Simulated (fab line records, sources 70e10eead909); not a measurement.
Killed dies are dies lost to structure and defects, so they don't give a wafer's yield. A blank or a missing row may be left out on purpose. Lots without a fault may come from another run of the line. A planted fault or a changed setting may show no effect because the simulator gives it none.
Which tool did it? | flow nand_harc | 23 lots, 69 wafers sampled, at 6 steps of a route of 1302

WHAT THE GAUGES READ, wafer by wafer
The record holds no reading of a measuring or inspecting step that can be judged against a usual standard deviation.

WHICH TOOL RAN EACH LOT (tool, then ch and the chambers of the sampled wafers, then the start)
lot  | NHARC_A_STAIRCASE_TRIM_20          | NHARC_A_STAIRCASE_ETCH_25                     | NHARC_A_STAIRCASE_ETCH_199                    | NHARC_A_STAIRCASE_ETCH_201                    | NHARC_A_STAIRCASE_TRIM_229         | NHARC_A_STAIRCASE_TRIM_233
L075 | rie_diel-09 ch 0,1,3, day 16 03:25 | rie_diel-09 ch 0,1,3, day 16 10:41 or earlier | rie_diel-09 ch 2,3, day 16 10:41 or earlier   | rie_diel-09 ch 0,1, day 16 10:41 or earlier   | rie_diel-03 ch 1, day 16 10:41     | rie_diel-03 ch 0,1, no start
L074 | rie_diel-03 ch 1,2,3, day 16 03:36 | rie_diel-03 ch 0,1, day 16 11:10 or earlier   | rie_diel-10 ch 2,3, day 16 11:10 or earlier   | rie_diel-10 ch 1,2, day 16 11:10 or earlier   | rie_diel-10 ch 0,2, day 16 11:10   | rie_diel-10 ch 0,2, no start
L076 | rie_diel-10 ch 0,2,3, day 16 17:46 | rie_diel-10 ch 0,1,3, day 17 01:40 or earlier | rie_diel-09 ch 0,1,3, day 17 01:40 or earlier | rie_diel-09 ch 0,1,3, day 17 01:40 or earlier | rie_diel-10 ch 1,2,3, day 17 01:40 | rie_diel-10 ch 0,1,3, no start
L077 | rie_diel-09 ch 1,2,3, day 16 23:54 | rie_diel-09 ch 0,2,3, day 17 07:32 or earlier | rie_diel-03 ch 0,1,3, day 17 07:32 or earlier | rie_diel-03 ch 0,2,3, day 17 07:32 or earlier | rie_diel-09 ch 0,1,2, day 17 07:32 | rie_diel-09 ch 0,1,2, no start
L078 | rie_diel-10 ch 1,3, day 17 00:01   | rie_diel-10 ch 1,2,3, day 17 07:50 or earlier | rie_diel-03 ch 0,1,2, day 17 07:50 or earlier | rie_diel-03 ch 2,3, day 17 07:50 or earlier   | rie_diel-03 ch 0,2,3, day 17 07:50 | rie_diel-03 ch 1,2,3, no start
L079 | rie_diel-09 ch 1,2,3, day 18 07:28 | rie_diel-09 ch 1,2,3, day 18 11:40 or earlier | rie_diel-10 ch 0,1,2, day 18 11:40 or earlier | rie_diel-03 ch 0,1, day 18 11:40              | rie_diel-03 ch 1,2,3, day 18 15:37 | rie_diel-03 ch 1,2, no start
L080 | rie_diel-09 ch 1,2,3, day 18 14:19 | rie_diel-09 ch 0,1,2, day 18 21:58 or earlier | rie_diel-09 ch 0,1,2, day 18 21:58 or earlier | rie_diel-09 ch 0,1,3, day 18 21:58 or earlier | rie_diel-10 ch 0,2,3, day 18 21:58 | rie_diel-10 ch 0,1,3, no start
L081 | rie_diel-09 ch 1,2, day 18 14:41   | rie_diel-09 ch 1,2,3, day 18 22:31 or earlier | rie_diel-03 ch 1,2,3, day 18 22:31 or earlier | rie_diel-03 ch 0,1,2, day 18 22:31 or earlier | rie_diel-09 ch 1,2,3, day 18 22:31 | rie_diel-09 ch 0,1, no start
L082 | rie_diel-09 ch 1,2, day 19 03:59   | rie_diel-09 ch 1,2, day 19 19:28 or earlier   | rie_diel-03 ch 1,2, day 19 19:28 or earlier   | rie_diel-03 ch 2,3, day 19 19:28 or earlier   | rie_diel-10 ch 0,3, day 19 19:28   | rie_diel-10 ch 0,1,2, no start
L083 | rie_diel-09 ch 0,1,3, day 19 15:04 | rie_diel-09 ch 0,1,2, day 19 22:22 or earlier | rie_diel-03 ch 0,1,3, day 19 22:22 or earlier | rie_diel-03 ch 0,1,2, day 19 22:22 or earlier | rie_diel-03 ch 0,1,3, day 19 22:22 | rie_diel-03 ch 0,2,3, no start
L084 | rie_diel-09 ch 0,1,3, day 19 23:31 | rie_diel-09 ch 0,3, day 20 08:01 or earlier   | rie_diel-09 ch 0,1, day 20 08:01 or earlier   | rie_diel-09 ch 1,3, day 20 08:01 or earlier   | rie_diel-09 ch 0,2,3, day 20 08:01 | rie_diel-09 ch 1,3, no start
L086 | rie_diel-10 ch 0,2, day 20 17:03   | rie_diel-10 ch 0,1,2, day 21 00:24 or earlier | rie_diel-09 ch 0,1,3, day 21 00:24 or earlier | rie_diel-09 ch 0,2,3, day 21 00:24 or earlier | rie_diel-10 ch 0,1,3, day 21 00:24 | rie_diel-10 ch 0,2,3, no start
L087 | rie_diel-03 ch 1,2,3, day 20 17:22 | rie_diel-03 ch 0,1,2, day 21 00:59 or earlier | rie_diel-09 ch 0,2,3, day 21 00:59 or earlier | rie_diel-09 ch 2,3, day 21 00:59 or earlier   | rie_diel-03 ch 2,3, day 21 00:59   | rie_diel-03 ch 0,1,3, no start
L085 | rie_diel-09 ch 1,3, day 20 17:35   | rie_diel-09 ch 0,2, day 21 01:31 or earlier   | rie_diel-10 ch 1,2, day 21 01:31 or earlier   | rie_diel-10 ch 2,3, day 21 01:31 or earlier   | rie_diel-09 ch 0,1,2, day 21 01:31 | rie_diel-09 ch 2,3, no start
L088 | rie_diel-10 ch 0,2,3, day 21 14:00 | rie_diel-10 ch 1,2, day 21 21:23 or earlier   | rie_diel-03 ch 1,2, day 21 21:23 or earlier   | rie_diel-03 ch 0,2,3, day 21 21:23 or earlier | rie_diel-09 ch 0,1,2, day 21 21:23 | rie_diel-09 ch 0,2,3, no start
L090 | rie_diel-10 ch 0,1,2, day 22 23:15 | rie_diel-10 ch 0,1, day 23 06:55 or earlier   | rie_diel-03 ch 0,1, day 23 06:55 or earlier   | rie_diel-03 ch 0,3, day 23 06:55 or earlier   | rie_diel-09 ch 0,3, day 23 06:55   | rie_diel-09 ch 0,2,3, no start
L092 | rie_diel-03 ch 0,3, day 23 06:28   | rie_diel-03 ch 1,3, day 23 14:12 or earlier   | rie_diel-03 ch 1,3, day 23 14:12 or earlier   | rie_diel-03 ch 0,2, day 23 14:12 or earlier   | rie_diel-03 ch 0,2,3, day 23 14:12 | rie_diel-03 ch 0,1, no start
L091 | rie_diel-10 ch 0,1,3, day 23 06:47 | rie_diel-10 ch 0,1,2, day 23 15:01 or earlier | rie_diel-09 ch 1,2,3, day 23 15:01 or earlier | rie_diel-09 ch 1,2,3, day 23 15:01 or earlier | rie_diel-09 ch 1,2,3, day 23 15:01 | rie_diel-09 ch 1,2,3, no start
L093 | rie_diel-03 ch 1,2, day 23 17:59   | rie_diel-03 ch 0,1,2, day 24 09:38 or earlier | rie_diel-10 ch 0,1,2, day 24 09:38 or earlier | rie_diel-10 ch 0,2,3, day 24 09:38 or earlier | rie_diel-10 ch 0,1, day 24 09:38   | rie_diel-10 ch 1,2,3, no start
L094 | rie_diel-03 ch 2,3, day 24 05:19   | rie_diel-03 ch 2,3, day 24 13:39 or earlier   | rie_diel-03 ch 0,2,3, day 24 13:39 or earlier | rie_diel-03 ch 0,1,2, day 24 13:39 or earlier | rie_diel-03 ch 1,2, day 24 13:39   | rie_diel-03 ch 0,2, no start
L095 | rie_diel-03 ch 0,2,3, day 24 18:02 | rie_diel-03 ch 0,2, day 25 01:23 or earlier   | rie_diel-03 ch 0,1,3, day 25 01:23 or earlier | rie_diel-03 ch 1,2, day 25 01:23 or earlier   | rie_diel-09 ch 0,1,3, day 25 01:23 | rie_diel-09 ch 1,3, no start
L096 | rie_diel-10 ch 0,3, day 25 06:14   | rie_diel-10 ch 1,2,3, day 25 14:17 or earlier | rie_diel-09 ch 0,1,2, day 25 14:17 or earlier | rie_diel-09 ch 1,2,3, day 25 14:17 or earlier | rie_diel-10 ch 0,2,3, day 25 14:17 | rie_diel-10 ch 0,2,3, no start
L097 | rie_diel-10 ch 2,3, day 25 06:30   | rie_diel-10 ch 0,2,3, day 25 14:10 or earlier | rie_diel-03 ch 0,2,3, day 25 14:10 or earlier | rie_diel-03 ch 0,1, day 25 14:10 or earlier   | rie_diel-09 ch 1,3, day 25 14:10   | rie_diel-09 ch 0,1,2, no start
- NHARC_A_STAIRCASE_TRIM_20: chemistry O2, time 211.2 s.
- NHARC_A_STAIRCASE_ETCH_25: etches the open film in C4F8/O2, target depth 100 nm, time 40.5 s.
- NHARC_A_STAIRCASE_ETCH_199: etches the open film in C4F8/O2, target depth 100 nm, time 40.5 s.
- NHARC_A_STAIRCASE_ETCH_201: etches the open film in C4F8/O2, target depth 100 nm, time 40.5 s.
- NHARC_A_STAIRCASE_TRIM_229: chemistry O2, time 211.2 s.
- NHARC_A_STAIRCASE_TRIM_233: chemistry O2, time 211.2 s.

WHAT THE TOOLS THEMSELVES READ (means of the sampled wafers that have a number; where no wafer has one, the mark that the record gives instead)
NHARC_A_STAIRCASE_TRIM_20. Usual: drypump_motor_current_A 5.6 A, standard deviation 0.47; o2_flow_sccm 500.0 sccm, standard deviation 1.5; oes_product_au 1.000 a.u., standard deviation 0.0087; rf_vpp_V 57.8 V, standard deviation 0.91; showerhead_plenum_p_Torr 3.54 Torr, standard deviation 0.12; throttle_valve_pct 17.036 %, standard deviation 0.0091.
lot  | tool        | drypump_motor_current_A (A) | o2_flow_sccm (sccm) | oes_product_au (a.u.) | rf_vpp_V (V) | showerhead_plenum_p_Torr (Torr) | throttle_valve_pct (%) | flag
L075 | rie_diel-09 | 5.6                         | 499.1               | 1.000                 | 58.0         | 3.59                            | 17.036                 |
L074 | rie_diel-03 | 5.7                         | 499.4               | 1.007                 | 57.4         | 3.58                            | 17.040                 |
L076 | rie_diel-10 | 5.4                         | 499.6               | 0.996                 | 58.2         | 3.61                            | 17.034                 |
L077 | rie_diel-09 | 5.6                         | 499.2               | 0.999                 | 57.3         | 3.57                            | 17.031                 |
L078 | rie_diel-10 | 5.3                         | 499.6               | 0.990                 | 58.7         | 3.52                            | 17.043                 |
L079 | rie_diel-09 | 5.6                         | 500.4               | 1.002                 | 58.4         | 3.56                            | 17.027                 |
L080 | rie_diel-09 | 5.6                         | 501.1               | 1.006                 | 58.2         | 3.56                            | 17.035                 |
L081 | rie_diel-09 | 5.5                         | 500.2               | 1.001                 | 57.6         | 3.50                            | 17.031                 |
L082 | rie_diel-09 | 5.5                         | 499.4               | 1.007                 | 57.8         | 3.50                            | 17.035                 |
L083 | rie_diel-09 | 5.6                         | 499.9               | 1.008                 | 57.4         | 3.57                            | 17.034                 |
L084 | rie_diel-09 | 5.6                         | 500.0               | 1.003                 | 57.9         | 3.57                            | 17.034                 |
L086 | rie_diel-10 | 5.9                         | 501.0               | 0.983                 | 58.1         | 3.67                            | 17.039                 |
L087 | rie_diel-03 | 5.7                         | 500.2               | 1.001                 | 57.5         | 3.56                            | 17.044                 |
L085 | rie_diel-09 | 5.9                         | 500.5               | 1.003                 | 58.0         | 3.63                            | 17.031                 |
L088 | rie_diel-10 | 5.4                         | 498.4               | 1.000                 | 58.4         | 3.59                            | 17.040                 |
L090 | rie_diel-10 | 6.0                         | 500.8               | 0.990                 | 58.2         | 3.59                            | 17.034                 |
L092 | rie_diel-03 | 5.9                         | 499.5               | 1.006                 | 58.2         | 3.53                            | 17.038                 |
L091 | rie_diel-10 | 5.6                         | 498.0               | 0.991                 | 57.3         | 3.51                            | 17.032                 |
L093 | rie_diel-03 | 5.6                         | 500.5               | 0.998                 | 58.3         | 3.45                            | 17.032                 |
L094 | rie_diel-03 | 5.7                         | 501.0               | 0.997                 | 58.0         | 3.64                            | 17.032                 |
L095 | rie_diel-03 | 5.8                         | 499.5               | 1.006                 | 58.2         | 3.53                            | 17.024                 |
L096 | rie_diel-10 | 4.9                         | 500.5               | 0.989                 | 58.1         | 3.49                            | 17.035                 |
L097 | rie_diel-10 | 5.6                         | 500.2               | 0.992                 | 58.7         | 3.63                            | 17.048                 |

NHARC_A_STAIRCASE_ETCH_25. Usual: oes_product_au 0.945 a.u., standard deviation 0.0099; rf_vpp_V 896 V, standard deviation 4.4.
lot  | tool        | oes_product_au (a.u.) | rf_vpp_V (V) | flag
L075 | rie_diel-09 | 0.933                 | 898          |
L074 | rie_diel-03 | 0.949                 | 890          |
L076 | rie_diel-10 | 0.946                 | 896          |
L077 | rie_diel-09 | 0.953                 | 895          |
L078 | rie_diel-10 | 0.930                 | 899          |
L079 | rie_diel-09 | 0.948                 | 897          |
L080 | rie_diel-09 | 0.943                 | 896          |
L081 | rie_diel-09 | 0.946                 | 896          |
L082 | rie_diel-09 | 0.947                 | 895          |
L083 | rie_diel-09 | 0.953                 | 896          |
L084 | rie_diel-09 | 0.964                 | 896          |
L086 | rie_diel-10 | 0.940                 | 898          |
L087 | rie_diel-03 | 0.940                 | 893          |
L085 | rie_diel-09 | 0.953                 | 893          |
L088 | rie_diel-10 | 0.937                 | 898          |
L090 | rie_diel-10 | 0.944                 | 896          |
L092 | rie_diel-03 | 0.944                 | 893          |
L091 | rie_diel-10 | 0.947                 | 899          |
L093 | rie_diel-03 | 0.950                 | 892          |
L094 | rie_diel-03 | 0.943                 | 901          |
L095 | rie_diel-03 | 0.964                 | 892          |
L096 | rie_diel-10 | 0.931                 | 897          |
L097 | rie_diel-10 | 0.941                 | 898          |

NHARC_A_STAIRCASE_ETCH_199. Usual: oes_product_au 0.946 a.u., standard deviation 0.013; rf_vpp_V 896 V, standard deviation 4.9.
lot  | tool        | oes_product_au (a.u.) | rf_vpp_V (V) | flag
L075 | rie_diel-09 | 0.941                 | 896          |
L074 | rie_diel-10 | 0.948                 | 898          |
L076 | rie_diel-09 | 0.965                 | 898          |
L077 | rie_diel-03 | 0.943                 | 894          |
L078 | rie_diel-03 | 0.930                 | 893          |
L079 | rie_diel-10 | 0.951                 | 899          |
L080 | rie_diel-09 | 0.950                 | 896          |
L081 | rie_diel-03 | 0.964                 | 898          |
L082 | rie_diel-03 | 0.950                 | 894          |
L083 | rie_diel-03 | 0.949                 | 894          |
L084 | rie_diel-09 | 0.940                 | 899          |
L086 | rie_diel-09 | 0.952                 | 898          |
L087 | rie_diel-09 | 0.950                 | 895          |
L085 | rie_diel-10 | 0.932                 | 900          |
L088 | rie_diel-03 | 0.947                 | 894          |
L090 | rie_diel-03 | 0.953                 | 889          |
L092 | rie_diel-03 | 0.943                 | 893          |
L091 | rie_diel-09 | 0.940                 | 896          |
L093 | rie_diel-10 | 0.917                 | 897          |
L094 | rie_diel-03 | 0.942                 | 896          |
L095 | rie_diel-03 | 0.953                 | 893          |
L096 | rie_diel-09 | 0.930                 | 895          |
L097 | rie_diel-03 | 0.951                 | 896          |

NHARC_A_STAIRCASE_ETCH_201. Usual: oes_product_au 0.945 a.u., standard deviation 0.014; rf_vpp_V 895 V, standard deviation 5.
lot  | tool        | oes_product_au (a.u.) | rf_vpp_V (V) | flag
L075 | rie_diel-09 | 0.946                 | 899          |
L074 | rie_diel-10 | 0.951                 | 900          |
L076 | rie_diel-09 | 0.952                 | 898          |
L077 | rie_diel-03 | 0.931                 | 896          |
L078 | rie_diel-03 | 0.939                 | 901          |
L079 | rie_diel-03 | 0.986                 | 890          |
L080 | rie_diel-09 | 0.946                 | 898          |
L081 | rie_diel-03 | 0.941                 | 893          |
L082 | rie_diel-03 | 0.950                 | 901          |
L083 | rie_diel-03 | 0.946                 | 892          |
L084 | rie_diel-09 | 0.935                 | 898          |
L086 | rie_diel-09 | 0.936                 | 895          |
L087 | rie_diel-09 | 0.963                 | 894          |
L085 | rie_diel-10 | 0.928                 | 901          |
L088 | rie_diel-03 | 0.952                 | 896          |
L090 | rie_diel-03 | 0.950                 | 896          |
L092 | rie_diel-03 | 0.948                 | 896          |
L091 | rie_diel-09 | 0.930                 | 897          |
L093 | rie_diel-10 | 0.927                 | 898          |
L094 | rie_diel-03 | 0.947                 | 893          |
L095 | rie_diel-03 | 0.947                 | 894          |
L096 | rie_diel-09 | 0.927                 | 897          |
L097 | rie_diel-03 | 0.953                 | 888          |

NHARC_A_STAIRCASE_TRIM_229. Usual: drypump_motor_current_A 5.6 A, standard deviation 0.44; o2_flow_sccm 500.2 sccm, standard deviation 1.6; oes_product_au 0.998 a.u., standard deviation 0.0092; rf_vpp_V 57.8 V, standard deviation 0.82; showerhead_plenum_p_Torr 3.53 Torr, standard deviation 0.12; throttle_valve_pct 17.036 %, standard deviation 0.0085.
lot  | tool        | drypump_motor_current_A (A) | o2_flow_sccm (sccm) | oes_product_au (a.u.) | rf_vpp_V (V) | showerhead_plenum_p_Torr (Torr) | throttle_valve_pct (%) | flag
L075 | rie_diel-03 | 5.7                         | 503.4               | 1.001                 | 58.2         | 3.38                            | 17.041                 |
L074 | rie_diel-10 | 5.7                         | 502.7               | 0.992                 | 57.9         | 3.62                            | 17.037                 |
L076 | rie_diel-10 | 5.7                         | 500.4               | 0.990                 | 57.4         | 3.60                            | 17.034                 |
L077 | rie_diel-09 | 5.5                         | 499.4               | 1.004                 | 58.4         | 3.52                            | 17.037                 |
L078 | rie_diel-03 | 5.8                         | 498.1               | 0.997                 | 57.6         | 3.56                            | 17.039                 |
L079 | rie_diel-03 | 5.7                         | 500.7               | 0.995                 | 58.1         | 3.57                            | 17.037                 |
L080 | rie_diel-10 | 5.4                         | 500.2               | 0.993                 | 58.4         | 3.60                            | 17.030                 |
L081 | rie_diel-09 | 5.6                         | 499.4               | 1.003                 | 57.6         | 3.56                            | 17.030                 |
L082 | rie_diel-10 | 5.2                         | 500.7               | 0.993                 | 57.2         | 3.53                            | 17.039                 |
L083 | rie_diel-03 | 5.9                         | 498.5               | 1.003                 | 57.8         | 3.45                            | 17.039                 |
L084 | rie_diel-09 | 5.4                         | 501.1               | 1.008                 | 57.4         | 3.50                            | 17.032                 |
L086 | rie_diel-10 | 5.5                         | 500.5               | 0.994                 | 57.1         | 3.52                            | 17.037                 |
L087 | rie_diel-03 | 5.7                         | 499.7               | 1.005                 | 58.8         | 3.65                            | 17.041                 |
L085 | rie_diel-09 | 5.5                         | 500.2               | 1.002                 | 57.5         | 3.51                            | 17.039                 |
L088 | rie_diel-09 | 5.5                         | 501.4               | 1.009                 | 58.8         | 3.50                            | 17.026                 |
L090 | rie_diel-09 | 5.4                         | 500.1               | 1.006                 | 57.6         | 3.50                            | 17.044                 |
L092 | rie_diel-03 | 5.8                         | 500.1               | 1.001                 | 56.8         | 3.54                            | 17.035                 |
L091 | rie_diel-09 | 5.6                         | 500.2               | 0.987                 | 57.2         | 3.55                            | 17.040                 |
L093 | rie_diel-10 | 5.8                         | 500.3               | 1.001                 | 58.0         | 3.51                            | 17.028                 |
L094 | rie_diel-03 | 5.6                         | 502.1               | 0.996                 | 58.6         | 3.45                            | 17.036                 |
L095 | rie_diel-09 | 5.6                         | 501.2               | 0.996                 | 58.4         | 3.55                            | 17.033                 |
L096 | rie_diel-10 | 5.4                         | 499.9               | 0.996                 | 58.1         | 3.57                            | 17.039                 |
L097 | rie_diel-09 | 5.8                         | 500.2               | 0.993                 | 57.6         | 3.60                            | 17.030                 |

NHARC_A_STAIRCASE_TRIM_233. Usual: drypump_motor_current_A 5.6 A, standard deviation 0.44; o2_flow_sccm 499.7 sccm, standard deviation 1.5; oes_product_au 1.000 a.u., standard deviation 0.0093; rf_vpp_V 57.6 V, standard deviation 0.9; showerhead_plenum_p_Torr 3.52 Torr, standard deviation 0.12; throttle_valve_pct 17.036 %, standard deviation 0.0094.
lot  | tool        | drypump_motor_current_A (A) | o2_flow_sccm (sccm) | oes_product_au (a.u.) | rf_vpp_V (V) | showerhead_plenum_p_Torr (Torr) | throttle_valve_pct (%) | flag
L075 | rie_diel-03 | 5.9                         | 500.7               | 1.004                 | 57.7         | 3.35                            | 17.051                 |
L074 | rie_diel-10 | 5.9                         | 500.2               | 0.996                 | 57.8         | 3.69                            | 17.037                 |
L076 | rie_diel-10 | 5.5                         | 501.1               | 1.005                 | 58.0         | 3.53                            | 17.041                 |
L077 | rie_diel-09 | 5.5                         | 499.3               | 1.007                 | 58.1         | 3.52                            | 17.038                 |
L078 | rie_diel-03 | 5.7                         | 498.5               | 0.999                 | 58.6         | 3.58                            | 17.034                 |
L079 | rie_diel-03 | 5.6                         | 500.0               | 1.005                 | 56.6         | 3.47                            | 17.037                 |
L080 | rie_diel-10 | 5.5                         | 500.1               | 0.999                 | 58.3         | 3.53                            | 17.040                 |
L081 | rie_diel-09 | 5.7                         | 499.9               | 1.005                 | 58.3         | 3.59                            | 17.035                 |
L082 | rie_diel-10 | 6.0                         | 499.8               | 0.990                 | 57.4         | 3.60                            | 17.032                 |
L083 | rie_diel-03 | 5.8                         | 499.0               | 0.999                 | 57.5         | 3.55                            | 17.038                 |
L084 | rie_diel-09 | 5.9                         | 501.6               | 0.993                 | 57.8         | 3.63                            | 17.036                 |
L086 | rie_diel-10 | 5.4                         | 499.1               | 0.992                 | 57.2         | 3.59                            | 17.035                 |
L087 | rie_diel-03 | 5.8                         | 499.9               | 0.997                 | 57.4         | 3.45                            | 17.034                 |
L085 | rie_diel-09 | 5.5                         | 499.7               | 1.008                 | 57.5         | 3.54                            | 17.034                 |
L088 | rie_diel-09 | 5.3                         | 498.7               | 1.014                 | 57.4         | 3.49                            | 17.042                 |
L090 | rie_diel-09 | 5.3                         | 499.9               | 1.005                 | 59.0         | 3.48                            | 17.040                 |
L092 | rie_diel-03 | 5.9                         | 500.7               | 1.005                 | 56.6         | 3.33                            | 17.028                 |
L091 | rie_diel-09 | 5.6                         | 498.7               | 0.993                 | 57.9         | 3.55                            | 17.032                 |
L093 | rie_diel-10 | 5.8                         | 498.9               | 1.004                 | 57.6         | 3.56                            | 17.035                 |
L094 | rie_diel-03 | 5.8                         | 500.2               | 1.006                 | 57.7         | 3.42                            | 17.048                 |
L095 | rie_diel-09 | 5.9                         | 500.1               | 0.996                 | 58.4         | 3.61                            | 17.026                 |
L096 | rie_diel-10 | 5.4                         | 500.0               | 0.996                 | 57.3         | 3.57                            | 17.043                 |
L097 | rie_diel-09 | 5.5                         | 499.2               | 0.999                 | 57.8         | 3.49                            | 17.037                 |

THE ANSWER, worked out from the rows above alone
Rule: a lot is off if the mean of its wafers that have a number lies more than 3 standard deviations from the usual mean. A lot without any number at a reading at which 4 lots or more have one is off too. The other lots that the step has rows for count as sound. The gauges are gone through in route order, then the tools' own readings, and for those a lot's mean is taken as printed above. The first step at which some lot is off is used, and at that step the reading that is off furthest; a lot without a number counts as furthest.
No lot is off at any reading shown: from this, nothing can be told.

WHAT THE SIMULATOR HAD PUT IN
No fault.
